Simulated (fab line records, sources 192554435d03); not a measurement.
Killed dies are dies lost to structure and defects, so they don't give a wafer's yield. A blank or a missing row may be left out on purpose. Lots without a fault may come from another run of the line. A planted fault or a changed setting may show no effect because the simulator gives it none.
Chamber matching | flow n5_finfet | N5_BEOL_M0_CUTY_ETCH_63 on rie_diel-01: 4 sister chambers
The step etches SOC in N2/H2, target depth 82.7 nm, overetch 16.5 nm, time 124 s. 22 wafers are shown with their chamber, then 11 later ones without.

WAFERS WITH THEIR CHAMBER
wafer  | chamber | throttle_valve_pct (%) | showerhead_plenum_p_Torr (Torr) | oes_product_au (a.u.)
L076.1 | 1       | 18.02                  | 2.70                            | 0.62
L076.4 | 0       | 17.82                  | 2.54                            | 0.60
L076.6 | 0       | 17.84                  | 2.54                            | 0.59
L080.2 | 2       | 17.53                  | 2.40                            | 0.58
L080.3 | 1       | 18.04                  | 2.70                            | 0.61
L080.5 | 2       | 17.52                  | 2.40                            | 0.58
L081.1 | 0       | 17.85                  | 2.53                            | 0.59
L081.2 | 1       | 18.05                  | 2.70                            | 0.62
L081.5 | 1       | 18.04                  | 2.70                            | 0.62
L082.2 | 3       | 17.46                  | 2.50                            | 0.70
L082.5 | 3       | 17.46                  | 2.50                            | 0.70
L082.6 | 0       | 17.84                  | 2.53                            | 0.59
L085.1 | 2       | 17.52                  | 2.40                            | 0.58
L085.2 | 0       | 17.84                  | 2.53                            | 0.59
L085.3 | 1       | 18.05                  | 2.69                            | 0.61
L086.3 | 0       | 17.84                  | 2.53                            | 0.59
L086.4 | 2       | 17.52                  | 2.40                            | 0.57
L086.5 | 3       | 17.46                  | 2.49                            | 0.70
L089.2 | 3       | 17.46                  | 2.49                            | 0.69
L089.4 | 1       | 18.05                  | 2.69                            | 0.61
L089.6 | 2       | 17.54                  | 2.40                            | 0.57
L090.2 | 2       | 17.55                  | 2.39                            | 0.57

SIGNATURES (means of the wafers above)
reading                  | chamber 0 | chamber 1 | chamber 2 | chamber 3 | scatter within a chamber
throttle_valve_pct       | 17.8383   | 18.0417   | 17.5300   | 17.4600   | 0.0105
showerhead_plenum_p_Torr | 2.5333    | 2.6967    | 2.3983    | 2.4950    | 0.005
oes_product_au           | 0.5917    | 0.6150    | 0.5750    | 0.6975    | 0.00505
Rule: a wafer's distance from a chamber is the root of the sum, over the readings, of the square of ((its reading less the chamber's mean) divided by the reading's scatter). The wafer belongs to the nearest chamber; if the next one is less than 2 further off, it can't be placed. The scatter: the root of (the sum of the squares of (reading less its chamber's mean) over the shown wafers, divided by (wafers less chambers)).

WAFERS WITHOUT THEIR CHAMBER
wafer  | throttle_valve_pct (%) | showerhead_plenum_p_Torr (Torr) | oes_product_au (a.u.)
L090.4 | 18.06                  | 2.69                            | 0.61
L090.5 | 17.86                  | 2.53                            | 0.58
L094.2 | 18.10                  | 2.68                            | 0.60
L094.3 | 17.56                  | 2.39                            | 0.56
L094.4 | 17.89                  | 2.52                            | 0.58
L096.2 | 18.08                  | 2.68                            | 0.59
L096.3 | 17.49                  | 2.49                            | 0.68
L096.4 | 18.08                  | 2.68                            | 0.60
L097.1 | 17.53                  | 2.48                            | 0.66
L097.2 | 18.09                  | 2.68                            | 0.60
L097.4 | 18.10                  | 2.68                            | 0.59

WHICH CHAMBER EACH WENT THROUGH
wafer  | from the rows above | in truth
L090.4 | 1                   | 1
L090.5 | 0                   | 0
L094.2 | 1                   | 1
L094.3 | 2                   | 2
L094.4 | 0                   | 0
L096.2 | 1                   | 1
L096.3 | 3                   | 3
L096.4 | 1                   | 1
L097.1 | 3                   | 3
L097.2 | 1                   | 1
L097.4 | 1                   | 1
Placed correctly: 11 of 11. Can't be placed from these rows: 0. Placed wrongly: 0.
